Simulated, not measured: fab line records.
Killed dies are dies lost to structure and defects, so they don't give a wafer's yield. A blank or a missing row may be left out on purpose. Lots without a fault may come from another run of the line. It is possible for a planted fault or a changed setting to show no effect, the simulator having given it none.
fab line records | flow n5_finfet
record: lots: 11 wafers: 28 last_day: 19
route steps=1938 shown BEOL_M6@1195 PASSIVATION@1936
lots untouched by any fault: they come from a run of this same line in which no faults occurred
start_h: hours from the record's first day to the start of the lot's first wafer shown | wait_h: how many hours have passed since the lot's step before this one | " repeats the value in the row above | L1.1+2: one row covering several wafers at once | - value missing, or start not given | * or withheld: withheld | < > ~ a bound
route shown NAME@n: a module of which the file shows steps, and the number in the route of the first | usual: mean/standard deviation of fault-free wafers | same: alike in all rows | chamber/n: place in a boat | sites: readings site by site | _std_site: standard deviation of those values | _edge_site: mean of outer sites minus mean of inner sites | radius_mm: how far each site lies from the wafer's centre | mask NAME#n: copy n | behind: the most recent tool/chamber to have shaped the wafer | hold: why the lot went on hold/how many hours it stayed there/how the hold came to an end | device: whichever transistor did not switch (one of n, p or np) | end of line: tests of these same wafers at the route's end | where a step has no rows: the recipe by itself | killed: count of dies lost to structure and defects at first sort (not the wafer's yield) | map: per-die view of a wafer (x killed, . not killed, _ where there is no die)
set.NAME: setting as actually run; set.NAME@STEP: the setting as run at that earlier step | model.NAME: the simulator's own value behind a step, which no gauge read
route steps across a sampled set of lots; one table per step, one row per wafer
services: the hour from which a tool's chamber was out of use, counted from the record's first day as start_h (under 0 if before that day), plus the number of hours and why
== steps ==
step: N5_BEOL_M6_CURE_74
recipe: temp_c: 385 time_s: 240 ambient: He/Ar material: SiCOH_lowk
usual: lamp_power_pct: 52.32/0.048 wafer_temp_C_max: 386.7/0.65
columns lot.wafer tool chamber start_h wait_h lamp_power_pct wafer_temp_C_max
L679.3 uv_cure-02 2 197.00 0.2 52.29 386.5
L679.4 " 2 " " 52.33 386.7
L679.6 " 2 " " 52.30 386.2
L682.1 uv_cure-03 0 209.42 0.1 52.24 386.3
L682.4 " 0 " " 52.34 386.7
L685.4 uv_cure-03 1 226.13 0.3 52.43 386.2
L685.6 " 1 " " 52.31 386.3
L683.1 uv_cure-01 2 227.90 0.1 52.38 386.5
L683.6 " 2 " " 52.21 386.7
L687.2 uv_cure-03 0 241.44 0.1 52.34 386.4
L687.3 " 0 " " 52.40 386.6
L687.4 " 0 " " 52.28 386.4
L686.2 uv_cure-01 0 243.33 0.1 52.24 386.5
L686.4 " 0 " " 52.34 386.1
L686.5 " 0 " " 52.31 386.6
L695.4 uv_cure-02 2 296.84 0.3 52.35 386.5
L695.6 " 2 " " 52.40 386.7
L697.1 uv_cure-01 0 305.65 0.1 52.25 386.3
L697.5 " 0 " " 52.36 385.8
L696.1 uv_cure-01 1 306.85 0.2 52.28 387.4
L696.3 " 1 " " 52.37 387.0
L696.4 " 1 " " 52.39 386.9
L698.1 uv_cure-03 2 326.37 1.3 52.29 387.7
L698.3 " 2 " " 52.33 388.0
L698.5 " 2 " " 52.37 387.8
L700.3 uv_cure-03 0 334.02 0.5 52.38 386.1
L700.5 " 0 " " 52.27 385.7
L700.6 " 0 " " 52.30 385.8
step: N5_BEOL_M6_STRIP_67
recipe: chemistry: CF4 resist: SiARC power_w: 300 bias_power_w: 75 pressure_mtorr: 50 cf4_flow_sccm: 150 rf_frequency_hz: 6e+07
usual: drypump_motor_current_A: 5.5/0.46 oes_product_au: 0.78/0.068 power_w: 300.1/0.92 rf_vpp_V: 271.6/1.6 showerhead_plenum_p_Torr: 1.81/0.057 throttle_valve_pct: 13.57/0.2
columns lot.wafer tool chamber start_h wait_h drypump_motor_current_A oes_product_au power_w rf_hours_counter_h rf_vpp_V showerhead_plenum_p_Torr throttle_valve_pct
L679.3 rie_diel-02 3 198.93 0.0 4.9 0.84 299.5 52 270.0 1.82 13.49
L679.4 " 0 " " 6.1 0.78 300.3 129 267.6 1.73 13.66
L679.6 " 2 " " 5.8 0.78 300.3 - 274.6 1.89 13.49
L682.1 rie_diel-04 1 212.45 0.0 5.8 0.77 302.6 145 271.4 1.79 13.51
L682.4 " 3 " " 5.6 0.71 301.3 - 270.2 1.87 13.78
L685.4 rie_diel-02 0 228.10 0.0 6.2 0.77 300.9 140 268.0 1.73 13.68
L685.6 " 0 " " 6.1 0.77 300.7 - 271.0 1.73 13.68
L683.1 rie_diel-04 0 231.60 0.0 5.5 0.94 301.3 7 273.8 1.89 13.11
L683.6 " 3 " " 5.7 0.71 300.7 - 273.8 1.87 13.80
L687.2 rie_diel-04 3 243.48 0.0 5.6 0.71 299.9 222 271.6 1.86 13.82
L687.3 " 0 " " 5.5 0.93 299.3 11 273.5 1.89 13.13
L687.4 " 0 " " 5.5 0.92 299.8 - 273.7 1.89 13.12
L686.2 rie_diel-01 2 247.53 0.0 5.6 0.78 300.3 113 271.3 1.80 13.47
L686.4 " 1 " " 5.7 0.78 300.2 119 270.8 1.73 13.45
L686.5 " 2 " " 5.6 0.77 299.4 - 269.0 1.80 13.48
L695.4 rie_diel-02 2 299.17 0.0 5.8 0.75 299.8 144 272.3 1.88 13.58
L695.6 " 0 " " 6.1 0.75 300.0 - 269.9 1.72 13.73
L697.1 rie_diel-04 3 307.32 0.0 5.6 0.69 302.0 246 271.7 1.86 13.85
L697.5 " 2 " " 4.8 0.82 299.9 - 272.3 1.82 13.63
L696.1 rie_diel-04 2 309.98 0.0 4.7 0.83 300.4 68 271.8 1.82 13.62
L696.3 " 3 " " 5.7 0.68 300.1 247 271.5 1.86 13.88
L696.4 " 3 " " 5.6 0.69 299.5 - 271.9 1.86 13.89
L698.1 rie_diel-02 1 328.23 0.0 5.2 0.71 300.6 177 271.3 1.76 13.51
L698.3 " 2 " " 5.8 0.74 299.6 153 272.7 1.88 13.58
L698.5 " 0 " " 6.1 0.74 299.2 - 270.1 1.72 13.75
L700.3 rie_diel-02 3 338.51 0.0 4.9 0.79 299.6 103 272.7 1.80 13.63
L700.5 " 0 " " 6.1 0.74 299.4 - 269.2 1.72 13.76
L700.6 " 1 " " 5.2 0.71 298.7 - 270.7 1.76 13.52
step: N5_BEOL_M6_ETCH_65
recipe: chemistry: CF4 target: SiARC target_depth_a: 156 mask_material: CAR-EUV time_s: 26 ion_energy_ev: 80 pressure_mtorr: 40 source_w: 545 bias_w: 36 Ar_flow_sccm: 100 cf4_flow_sccm: 100 ends: cleared
usual: bias_w: 36.02/0.11 drypump_motor_current_A: 5.6/0.43 etch_rf_on_time_s: 25.9/0.86 oes_product_au: 0.66/0.054 rf_vpp_V: 184.1/1.1 showerhead_plenum_p_Torr: 2.14/0.07 throttle_valve_pct: 15.62/0.18
columns lot.wafer tool chamber start_h wait_h bias_w drypump_motor_current_A etch_rf_on_time_s oes_product_au rf_hours_counter_h rf_vpp_V showerhead_plenum_p_Torr throttle_valve_pct
L679.3 rie_diel-02 1 200.88 0.0 36.07 5.2 26.0 0.64 131 184.9 2.14 15.51
L679.4 " 0 " " 36.01 6.2 26.0 0.67 130 183.9 2.05 15.64
L679.6 " 1 " " 36.09 5.2 26.2 0.64 - 184.8 2.14 15.51
L682.1 rie_diel-04 1 215.59 0.0 35.97 5.7 27.0 0.64 146 182.6 2.16 15.61
L682.4 " 2 " " 36.12 4.7 25.2 0.76 - 185.9 2.19 15.63
L685.4 rie_diel-01 1 230.24 0.0 35.95 5.8 26.5 0.66 113 182.8 2.08 15.47
L685.6 " 1 " " 35.94 5.8 26.3 0.66 - 184.2 2.08 15.48
L683.1 rie_diel-04 0 233.10 0.0 36.11 5.6 24.5 0.83 7 186.1 2.26 15.17
L683.6 " 2 " " 35.98 4.7 25.4 0.75 - 185.3 2.18 15.65
L687.2 rie_diel-02 1 246.26 0.0 35.95 5.2 25.7 0.64 148 183.4 2.14 15.53
L687.3 " 2 " " 36.13 5.8 28.1 0.63 123 185.3 2.26 15.60
L687.4 " 3 " " 35.98 4.8 25.3 0.71 69 183.9 2.16 15.57
L686.2 rie_diel-01 3 249.76 0.0 36.07 5.4 26.0 0.63 154 183.4 2.07 15.88
L686.4 " 1 " " 36.04 5.8 26.8 0.66 120 183.5 2.08 15.49
L686.5 " 3 " " 36.11 5.4 26.1 0.64 - 184.3 2.07 15.88
L695.4 rie_diel-01 1 303.41 0.0 36.02 5.8 26.6 0.64 140 183.4 2.07 15.52
L695.6 " 3 " " 35.85 5.4 32.8 0.54 - 182.3 2.06 15.90
L697.1 rie_diel-01 2 308.96 0.0 36.02 5.6 32.1 0.58 134 184.1 2.13 15.47
L697.5 " 1 " " 35.85 5.8 26.2 0.64 - 183.0 2.07 15.54
L696.1 rie_diel-04 0 311.07 0.0 36.07 5.5 24.3 0.77 37 183.7 2.25 15.22
L696.3 " 2 " " 36.01 4.7 25.4 0.71 69 185.3 2.17 15.70
L696.4 " 3 " " 35.97 5.7 26.2 0.58 - 185.6 2.20 15.81
L698.1 rie_diel-04 2 330.09 0.0 35.86 4.7 25.0 0.71 78 184.2 2.17 15.72
L698.3 " 1 " " 35.95 5.8 26.8 0.63 167 183.7 2.15 15.67
L698.5 " 1 " " 36.06 5.8 27.1 0.62 - 184.5 2.15 15.66
L700.3 rie_diel-02 3 341.15 0.0 35.93 4.9 25.2 0.68 104 184.7 2.15 15.64
L700.5 " 2 " " 36.19 5.8 27.8 0.61 - 184.6 2.25 15.65
L700.6 " 3 " " 35.94 4.9 25.1 0.68 - 185.0 2.15 15.64
step: N5_BEOL_M6_STRIP_80
recipe: chemistry: N2/H2 time_s: 10 power_w: 450 temp_c: 40 pressure_mtorr: 20 rf_frequency_hz: 6e+07 bias_power_w: 7 n2_flow_sccm: 200 h2_flow_sccm: 200
usual: drypump_motor_current_A: 5.6/0.43 oes_product_au: 0.77/0.059 rf_vpp_V: 59.2/0.9 showerhead_plenum_p_Torr: 2.54/0.1 throttle_valve_pct: 23.7/0.32
columns lot.wafer tool chamber start_h wait_h drypump_motor_current_A oes_product_au rf_hours_counter_h rf_vpp_V showerhead_plenum_p_Torr throttle_valve_pct
L679.3 rie_diel-02 1 - - 5.2 0.75 131 59.9 2.54 23.8
L679.4 " 0 " " 6.1 0.78 130 59.4 2.42 23.6
L679.6 " 1 " " 5.2 0.75 - 60.3 2.54 23.8
L682.1 rie_diel-04 1 - - 5.8 0.78 146 60.5 2.54 23.6
L682.4 " 2 " " 4.8 0.88 - 58.8 2.62 24.1
L685.4 rie_diel-01 1 - - 5.8 0.78 114 58.3 2.42 23.1
L685.6 " 1 " " 5.8 0.78 - 59.0 2.42 23.0
L683.1 rie_diel-04 0 - - 5.6 0.96 8 61.7 2.73 23.7
L683.6 " 2 " " 4.8 0.86 - 58.7 2.62 24.1
L687.2 rie_diel-02 1 - - 5.2 0.73 148 58.2 2.54 23.8
L687.3 " 2 " " 5.8 0.76 123 60.6 2.68 24.1
L687.4 " 3 " " 4.9 0.83 70 59.5 2.61 24.0
L686.2 rie_diel-01 3 - - 5.4 0.73 154 59.0 2.45 24.0
L686.4 " 1 " " 5.8 0.77 120 59.0 2.42 23.1
L686.5 " 3 " " 5.4 0.73 - 58.3 2.45 24.0
L695.4 rie_diel-01 1 - - 5.8 0.75 140 58.5 2.41 23.1
L695.6 " 3 " " 5.5 0.72 - 59.6 2.44 24.1
L697.1 rie_diel-01 2 - - 5.6 0.76 134 60.1 2.55 23.5
L697.5 " 1 " " 5.8 0.75 - 57.3 2.41 23.1
L696.1 rie_diel-04 0 - - 5.5 0.90 37 59.5 2.72 23.8
L696.3 " 2 " " 4.7 0.83 69 58.3 2.60 24.1
L696.4 " 3 " " 5.7 0.67 - 60.6 2.60 23.8
L698.1 rie_diel-04 2 - - 4.7 0.83 78 59.6 2.60 24.2
L698.3 " 1 " " 5.8 0.76 168 60.0 2.53 23.6
L698.5 " 1 " " 5.8 0.75 - 60.5 2.53 23.6
L700.3 rie_diel-02 3 - - 4.9 0.79 104 58.4 2.59 24.0
L700.5 " 2 " " 5.8 0.73 - 59.9 2.67 24.1
L700.6 " 3 " " 4.9 0.78 - 58.7 2.59 24.0
step: N5_PASSIVATION_PROBE_49
usual: defect_limited_yield: 91.1/1.4 killed_at_M0_to_M3: 34/11 killed_at_M4_up: 14/5.6 killed_at_contacts: 13/5.9 killed_at_front_end: 40/11 killed_at_other: 4/3.1 killed_dies: 105/16 killed_open: 68/11 killed_short: 34/8.4 sort_bin_5_function: 5.2/0.86 sort_bin_6_memory: 3.2/0.7 sort_bin_8_speed: 0.1/1.1 sort_n_pass: 1074/21 sort_yield_pct: 91.0/1.8
same: gross_dies: 1180 killed_at_back_side: 0 sort_bin_4_leakage[%]: 0
columns lot.wafer tool chamber start_h wait_h defect_limited_yield[%] killed_at_M0_to_M3 killed_at_M4_up killed_at_contacts killed_at_front_end killed_at_other killed_dies killed_open killed_short sort_bin_5_function[%] sort_bin_6_memory[%] sort_bin_8_speed[%] sort_n_pass sort_yield_pct[%]
L697.1 prober-02 - 412.78 0.0 92.2 39 16 8 28 1 92 58 34 4.7 2.9 0 1088 92.2
L697.5 prober-02 - 412.98 0.2 90.3 48 12 17 38 0 115 85 29 4.4 5.2 0 1065 90.3
killed by level:class
L697.1 BEOL_M0_SAQP:geometric_particle:short=11 BEOL_M2:geometric_particle:open=10 BEOL_M0_SAQP:geometric_particle:open=8 BEOL_M5:geometric_particle:open=6 DUMMY_GATE:geometric_particle:open=5 MOL_CONTACT_COAG:geometric_particle:open=5 BEOL_M3:geometric_particle:open=5 BEOL_M4:geometric_particle:open=5
L697.5 BEOL_M0_SAQP:geometric_particle:open=25 MOL_CONTACT_COAG:geometric_particle:open=15 FIN_SAQP:geometric_particle:open=9 DUMMY_GATE:geometric_particle:open=6 BEOL_M0_SAQP:geometric_particle:short=5 BEOL_M1:geometric_particle:open=5 BEOL_M3:geometric_particle:open=5 BEOL_M4:geometric_particle:open=5
== services ==
columns tool chamber start_h hours kind
uv_cure-02 - 173.28 1.0 pm
rie_diel-02 2 180.71 1.5 repair
rie_diel-02 3 182.82 5.4 repair
uv_cure-01 - 194.94 3.2 repair
uv_cure-01 - 198.79 2.1 pm
rie_diel-04 0 204.10 - clean
rie_diel-04 0 204.10 - consumable_replace:focus_ring
rie_diel-04 0 204.10 - consumable_replace:showerhead
rie_diel-04 0 204.10 12.5 scheduled_down
rie_diel-04 0 204.10 12.5 vent_cycle
rie_diel-01 - 205.96 2.7 repair
uv_cure-01 - 209.79 1.4 repair
rie_diel-04 1 218.53 47.5 repair
uv_cure-03 - 232.20 1.1 repair
rie_diel-02 2 251.79 2.0 repair
rie_diel-02 0 254.07 3.1 repair
uv_cure-02 - 302.94 4.1 repair
rie_diel-04 1 304.65 10.7 repair
uv_cure-02 - 309.14 21.6 repair
uv_cure-01 - 310.23 3.4 pm
rie_diel-04 3 315.41 - clean
rie_diel-04 3 315.41 - consumable_replace:focus_ring
rie_diel-02 - 322.87 0.1 repair
== key ==
first_sign: step: N5_BEOL_M6_ETCH_65 reading: etch_rf_on_time_s direction: up sigmas: 7.7 usual: * struck: *
effect none on later readings
met_at N5_BEOL_M6_ETCH_65
struck_lots L695,L697
struck_wafers L695.6,L697.1
not_acting_at N5_BEOL_M6_CURE_74,N5_BEOL_M6_STRIP_67,N5_BEOL_M6_STRIP_80
onset_between 249.76 303.41
fault: kind: process_parameter_drift tool: rie_diel-01 chamber: - onset_h: 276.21 steps: N5_BEOL_M6_ETCH_65 channel: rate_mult offset: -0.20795 shape: step end_h: 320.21 scope: struck_wafers_only
